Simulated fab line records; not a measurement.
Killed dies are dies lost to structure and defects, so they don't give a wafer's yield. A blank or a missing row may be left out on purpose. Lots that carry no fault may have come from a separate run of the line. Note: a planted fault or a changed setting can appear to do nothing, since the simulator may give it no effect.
A lot that was struck, set against a sound lot :: flow n5Finfet :: 16 out of 1938 route steps
Sound: these wafers, L350.2, L350.3, L350.4. Struck: wafer L363.1. (L363.2, L363.5 of the same lot were not struck and are left out.) The cause comes at the end.
Per side, at each step with rows, come the tool, then ch with its chambers, and then its first start. Under that, the readings that differ: sound wafers :: struck wafers :: difference of the means :: sigmas: that difference in standard deviations of wafers without a fault.
alike: readings whose means differ by less than 2 such deviations, and words and numbers that are the same on both sides. not compared: withheld readings, readings that some wafer has no value for, bounds like >300 that may hide the same value, and numbers for which the record gives no deviation and whose values overlap.
A row with sigmas, a row that says differs or no value, or rows on one side alone: a step with any of these is where the two part. When numbers do not overlap yet have no deviation, they are printed without sigmas and do not part them. A reading that every wafer of one side lacks parts them only if that side has two wafers or more.

N5_BEOL_M1_ETCH_41: etches SiCN in CH3F/O2, target depth 31.9 nm, time 57.8 s.
  sound on rieDiel-04 ch 0,1,2; struck on rieDiel-05 ch 3
reading: chamberPressureMTorr (mTorr)
sound: 29.973 29.989 29.988
struck: 30.037
difference: +0.054
sigmas: +2

reading: oesProductAu (a.u.)
sound: 0.71 0.92 0.87
struck: 0.66
difference: -0.17
sigmas: -2
  alike: drypumpMotorCurrentA, rfFwdPowerW, rfVppV, showerheadPlenumPTorr, throttleValvePct
  not compared: rfHoursCounterH
then, 1 step without rows for these wafers: N5_BEOL_M1_STRIP_97 (strips in N2/H2, time 10 s).
N5_BEOL_M1_OCD_MEAS_38:
  struck on ocd-02, day 11 16:50; sound on ocd-01, day 8 06:53
  alike: trenchDepthNm
then, 4 steps without rows for these wafers: N5_BEOL_M1_HM_STRIP_39 (strips TiN in peroxide tin strip, target depth 25 nm, time 158 s); N5_BEOL_M1_SRD_40 (time 30 s); N5_BEOL_M1_PRECLEAN_42 (cleans in residue remover, time 60 s); N5_BEOL_M1_SRD_43 (time 30 s).
N5_BEOL_M1_CD_MEAS_35: target cd 18 nm, target cd y 21 nm.
  struck on cdSem-03, day 11 16:59; sound on cdSem-01, day 8 07:02
  alike: cdNm
N5_BEOL_M1_DEGAS_44: time 60 s.
  struck on pvdSputter-02, day 11 17:26; sound on pvdSputter-01, day 8 07:47
  alike: heaterPowerW
N5_BEOL_M1_PRE_CLEAN_45: time 30 s.
  struck on pvdSputter-02, day 11 17:29; sound on pvdSputter-01, day 8 07:49
  alike: heaterPowerW
N5_BEOL_M1_ALD_84: deposits TaN, pulse time 2 s, purge time 3 s, co reactant purge time 2 s.
  sound on aldMetal-02 ch 0,3, day 8 07:56; struck on aldMetal-04 ch 2, day 11 17:32
reading: heaterPowerW (W)
sound: 390 421 401
struck: 449
difference: +45
sigmas: +2

reading: mfcCarrierSccm (sccm)
sound: 1496 1491 1502
struck: 1507
difference: +11
sigmas: +2
after that, 1 step had no rows for these wafers: N5_BEOL_M1_SURFACE_TREAT_85.
N5_BEOL_M1_CVD_47: deposits Co from CCTBA/H2, target thk 3 nm, time 223.8 s.
  sound on cvdCo-02 ch 1,2, day 8 08:40; struck on cvdCo-01 ch 2, day 11 18:05
reading: runLengthS (s)
sound: 246.8 246.2 246.5
struck: 182.0
difference: -64.5
sigmas: -99 or more
N5_BEOL_M1_SPUTTER_48: material Cu, target thk 4.5 nm, time 8.29 s.
  struck on pvdSputter-01, day 11 18:14; sound on pvdSputter-03, day 8 09:34
reading: throttleValvePct (%)
sound: 31.7 29.5 30.3
struck: 28.4
difference: -2.1
sigmas: -2
N5_BEOL_M4_RC_MEAS_101:
  sound on prober-02 ch 0, day 9 22:42; struck on prober-02 ch 0, day 13 02:58
  alike: DIBL_N, DIBL_P, IOFF_N, IOFF_P, ION_N, ION_P, SS_N, SS_P, VT_N, VT_P
-- a jump in the record: the struck wafers' starts before and after are 4 days apart (it breaks off in module BEOL_M4 and resumes in module PASSIVATION, where the first step shown is number 1936 of the route) --
N5_PASSIVATION_PROBE_49:
  struck on prober-02, day 17 11:12; sound on prober-02, day 14 15:46
reading: sort_bin_8_speed (%)
sound: 0 0.08 3.05
struck: 0
difference: -1
sigmas: -4
  alike: defectLimitedYield, killed_at_M0_to_M3, killed_at_M4_up, killedAtContacts, killedAtFrontEnd, killedAtOther, killedDies, killedOpen, killedShort, sort_bin_4_leakage, sort_bin_5_function, sort_bin_6_memory, sortNPass, sortYieldPct

WHERE THEY PART
At N5_BEOL_M1_ETCH_41 first; at N5_PASSIVATION_PROBE_49 last (within this record only).

WHY: whatever the simulator had introduced
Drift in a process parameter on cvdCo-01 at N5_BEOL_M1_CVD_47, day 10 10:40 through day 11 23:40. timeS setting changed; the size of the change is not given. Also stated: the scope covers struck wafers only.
